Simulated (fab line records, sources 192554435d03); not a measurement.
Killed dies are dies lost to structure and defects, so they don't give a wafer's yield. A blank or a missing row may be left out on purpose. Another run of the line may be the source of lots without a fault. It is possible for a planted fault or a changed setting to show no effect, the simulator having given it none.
Split-lot study || flow n5-finfet || on a route of 1938 steps: 7 lots, 39 wafers read

== THE SPLIT ITSELF ==
At N5_MOL_CONTACT_COAG_IMPLANT_129, the setting energy-kev was moved away from the recipe's 3 on 9 of the 39 wafers read, by -29.7% to -18.4%. For the rest of the wafers, this setting stayed at what the recipe calls for.

The reading comes from the split's own step.

== THE READING ==
The simulator's own value implant.drp-nm, read by no gauge, in nm at N5_MOL_CONTACT_COAG_IMPLANT_129. No usual value for it is given in the file.

{"wafer": "L074.1", "tool, chamber at the split": "implanter-02, 0", "energy-kev as run": 2.108, "against the recipe": "-29.7%", "implant.drp-nm, nm": 1.717, "against lot-mates on the recipe": -0.417}
{"wafer": "L074.4", "tool, chamber at the split": "implanter-02, 0", "energy-kev as run": 2.108, "against the recipe": "-29.7%", "implant.drp-nm, nm": 1.717, "against lot-mates on the recipe": -0.417}
{"wafer": "L074.5", "tool, chamber at the split": "implanter-02, 0", "energy-kev as run": 2.108, "against the recipe": "-29.7%", "implant.drp-nm, nm": 1.717, "against lot-mates on the recipe": -0.417}
{"wafer": "L074.2", "tool, chamber at the split": "implanter-02, 0", "energy-kev as run": 3, "against the recipe": "recipe", "implant.drp-nm, nm": 2.134, "against lot-mates on the recipe": "-"}
{"wafer": "L074.3", "tool, chamber at the split": "implanter-02, 0", "energy-kev as run": 3, "against the recipe": "recipe", "implant.drp-nm, nm": 2.134, "against lot-mates on the recipe": "-"}
{"wafer": "L074.6", "tool, chamber at the split": "implanter-02, 0", "energy-kev as run": 3, "against the recipe": "recipe", "implant.drp-nm, nm": 2.134, "against lot-mates on the recipe": "-"}
{"wafer": "L075.1", "tool, chamber at the split": "implanter-01, 0", "energy-kev as run": 3, "against the recipe": "recipe", "implant.drp-nm, nm": 2.134, "against lot-mates on the recipe": "-"}
{"wafer": "L075.2", "tool, chamber at the split": "implanter-01, 0", "energy-kev as run": 3, "against the recipe": "recipe", "implant.drp-nm, nm": 2.134, "against lot-mates on the recipe": "-"}
{"wafer": "L075.3", "tool, chamber at the split": "implanter-01, 0", "energy-kev as run": 3, "against the recipe": "recipe", "implant.drp-nm, nm": 2.134, "against lot-mates on the recipe": "-"}
{"wafer": "L075.4", "tool, chamber at the split": "implanter-01, 0", "energy-kev as run": 3, "against the recipe": "recipe", "implant.drp-nm, nm": 2.134, "against lot-mates on the recipe": "-"}
{"wafer": "L075.5", "tool, chamber at the split": "implanter-01, 0", "energy-kev as run": 3, "against the recipe": "recipe", "implant.drp-nm, nm": 2.134, "against lot-mates on the recipe": "-"}
{"wafer": "L075.6", "tool, chamber at the split": "implanter-01, 0", "energy-kev as run": 3, "against the recipe": "recipe", "implant.drp-nm, nm": 2.134, "against lot-mates on the recipe": "-"}
{"wafer": "L078.2", "tool, chamber at the split": "implanter-02, 0", "energy-kev as run": 3, "against the recipe": "recipe", "implant.drp-nm, nm": 2.134, "against lot-mates on the recipe": "-"}
{"wafer": "L078.5", "tool, chamber at the split": "implanter-02, 0", "energy-kev as run": 3, "against the recipe": "recipe", "implant.drp-nm, nm": 2.134, "against lot-mates on the recipe": "-"}
{"wafer": "L078.6", "tool, chamber at the split": "implanter-02, 0", "energy-kev as run": 3, "against the recipe": "recipe", "implant.drp-nm, nm": 2.134, "against lot-mates on the recipe": "-"}
{"wafer": "L082.1", "tool, chamber at the split": "implanter-01, 0", "energy-kev as run": 3, "against the recipe": "recipe", "implant.drp-nm, nm": 2.134, "against lot-mates on the recipe": "-"}
{"wafer": "L082.2", "tool, chamber at the split": "implanter-01, 0", "energy-kev as run": 3, "against the recipe": "recipe", "implant.drp-nm, nm": 2.134, "against lot-mates on the recipe": "-"}
{"wafer": "L082.3", "tool, chamber at the split": "implanter-01, 0", "energy-kev as run": 3, "against the recipe": "recipe", "implant.drp-nm, nm": 2.134, "against lot-mates on the recipe": "-"}
{"wafer": "L082.4", "tool, chamber at the split": "implanter-01, 0", "energy-kev as run": 3, "against the recipe": "recipe", "implant.drp-nm, nm": 2.134, "against lot-mates on the recipe": "-"}
{"wafer": "L082.5", "tool, chamber at the split": "implanter-01, 0", "energy-kev as run": 3, "against the recipe": "recipe", "implant.drp-nm, nm": 2.134, "against lot-mates on the recipe": "-"}
{"wafer": "L082.6", "tool, chamber at the split": "implanter-01, 0", "energy-kev as run": 3, "against the recipe": "recipe", "implant.drp-nm, nm": 2.134, "against lot-mates on the recipe": "-"}
{"wafer": "L086.1", "tool, chamber at the split": "implanter-02, 0", "energy-kev as run": 3, "against the recipe": "recipe", "implant.drp-nm, nm": 2.134, "against lot-mates on the recipe": "-"}
{"wafer": "L086.3", "tool, chamber at the split": "implanter-02, 0", "energy-kev as run": 3, "against the recipe": "recipe", "implant.drp-nm, nm": 2.134, "against lot-mates on the recipe": "-"}
{"wafer": "L086.5", "tool, chamber at the split": "implanter-02, 0", "energy-kev as run": 3, "against the recipe": "recipe", "implant.drp-nm, nm": 2.134, "against lot-mates on the recipe": "-"}
{"wafer": "L086.2", "tool, chamber at the split": "implanter-02, 0", "energy-kev as run": 2.172, "against the recipe": "-27.6%", "implant.drp-nm, nm": 1.748, "against lot-mates on the recipe": -0.386}
{"wafer": "L086.4", "tool, chamber at the split": "implanter-02, 0", "energy-kev as run": 2.172, "against the recipe": "-27.6%", "implant.drp-nm, nm": 1.748, "against lot-mates on the recipe": -0.386}
{"wafer": "L086.6", "tool, chamber at the split": "implanter-02, 0", "energy-kev as run": 2.172, "against the recipe": "-27.6%", "implant.drp-nm, nm": 1.748, "against lot-mates on the recipe": -0.386}
{"wafer": "L087.1", "tool, chamber at the split": "implanter-02, 0", "energy-kev as run": 3, "against the recipe": "recipe", "implant.drp-nm, nm": 2.134, "against lot-mates on the recipe": "-"}
{"wafer": "L087.2", "tool, chamber at the split": "implanter-02, 0", "energy-kev as run": 3, "against the recipe": "recipe", "implant.drp-nm, nm": 2.134, "against lot-mates on the recipe": "-"}
{"wafer": "L087.3", "tool, chamber at the split": "implanter-02, 0", "energy-kev as run": 3, "against the recipe": "recipe", "implant.drp-nm, nm": 2.134, "against lot-mates on the recipe": "-"}
{"wafer": "L087.4", "tool, chamber at the split": "implanter-02, 0", "energy-kev as run": 3, "against the recipe": "recipe", "implant.drp-nm, nm": 2.134, "against lot-mates on the recipe": "-"}
{"wafer": "L087.5", "tool, chamber at the split": "implanter-02, 0", "energy-kev as run": 3, "against the recipe": "recipe", "implant.drp-nm, nm": 2.134, "against lot-mates on the recipe": "-"}
{"wafer": "L087.6", "tool, chamber at the split": "implanter-02, 0", "energy-kev as run": 3, "against the recipe": "recipe", "implant.drp-nm, nm": 2.134, "against lot-mates on the recipe": "-"}
{"wafer": "L096.1", "tool, chamber at the split": "implanter-02, 0", "energy-kev as run": 2.447, "against the recipe": "-18.4%", "implant.drp-nm, nm": 1.881, "against lot-mates on the recipe": -0.253}
{"wafer": "L096.4", "tool, chamber at the split": "implanter-02, 0", "energy-kev as run": 2.447, "against the recipe": "-18.4%", "implant.drp-nm, nm": 1.881, "against lot-mates on the recipe": -0.253}
{"wafer": "L096.6", "tool, chamber at the split": "implanter-02, 0", "energy-kev as run": 2.447, "against the recipe": "-18.4%", "implant.drp-nm, nm": 1.881, "against lot-mates on the recipe": -0.253}
{"wafer": "L096.2", "tool, chamber at the split": "implanter-02, 0", "energy-kev as run": 3, "against the recipe": "recipe", "implant.drp-nm, nm": 2.134, "against lot-mates on the recipe": "-"}
{"wafer": "L096.3", "tool, chamber at the split": "implanter-02, 0", "energy-kev as run": 3, "against the recipe": "recipe", "implant.drp-nm, nm": 2.134, "against lot-mates on the recipe": "-"}
{"wafer": "L096.5", "tool, chamber at the split": "implanter-02, 0", "energy-kev as run": 3, "against the recipe": "recipe", "implant.drp-nm, nm": 2.134, "against lot-mates on the recipe": "-"}

FIT RESULTS
A straight line over all 39 wafers: implant.drp-nm changes by +0.014 nm for each +1% of energy-kev; r = +1.00; the points scatter about the line by 0.0014 nm.
The same after taking each lot's own level away (the mean of its wafers on the recipe; 39 wafers): +0.014 nm for each +1%; r = +1.00; scatter 0.0014 nm.
On that fit, the largest move of energy-kev shifts the reading by 0.42 nm.
The lots' own levels span 2.1340 to 2.1340 nm.
The two slopes agree, so the slope changes little with the lot-to-lot level.
Check: -0.415 nm against its lot-mates is what the line predicts for one of the wafers moved furthest among these (-29.7%) when that wafer is left out of the fit. Against them it came out at -0.417 nm.

== THESE WAFERS: OTHER SPLITS ==
Note: prior to the reading, these wafers also went through further splits. Each is held against what the fit with the lots' levels taken away leaves over:
{"other split on the same wafers": "N5_WELL_APT_EXPOSE_22 dose-mj", "wafers away from the commonest value": 18, "r with implant.drp-nm (lot level and that fit taken away)": -0.08}
{"other split on the same wafers": "N5_DUMMY_GATE_ETCH_37 source-w", "wafers away from the commonest value": 12, "r with implant.drp-nm (lot level and that fit taken away)": -0.05}
{"other split on the same wafers": "N5_MOL_CONTACT_COAG_ETCH_105 bias-w", "wafers away from the commonest value": 6, "r with implant.drp-nm (lot level and that fit taken away)": "+0.02"}
{"other split on the same wafers": "N5_MOL_CONTACT_COAG_ETCH_110 bias-w", "wafers away from the commonest value": 18, "r with implant.drp-nm (lot level and that fit taken away)": -0.32}

== THE WHOLE CHAIN: every reading that the file lists as answering this split, in the file's order ==
{"step": "N5_MOL_CONTACT_COAG_IMPLANT_129", "what it does": "", "reading": "implant.rp-nm (the simulator's own value, which no gauge read)", "change (the file's fit)": "+0.0362 nm for each +1% of the setting", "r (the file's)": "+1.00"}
{"step": "N5_MOL_CONTACT_COAG_IMPLANT_129", "what it does": "", "reading": "implant.drp-nm (the simulator's own value, which no gauge read)", "change (the file's fit)": "+0.014 nm for each +1% of the setting", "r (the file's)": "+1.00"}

== THE FILE'S OWN FIT ==
implant.drp-nm changes by +0.014 nm for each +1% of energy-kev, r = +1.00.
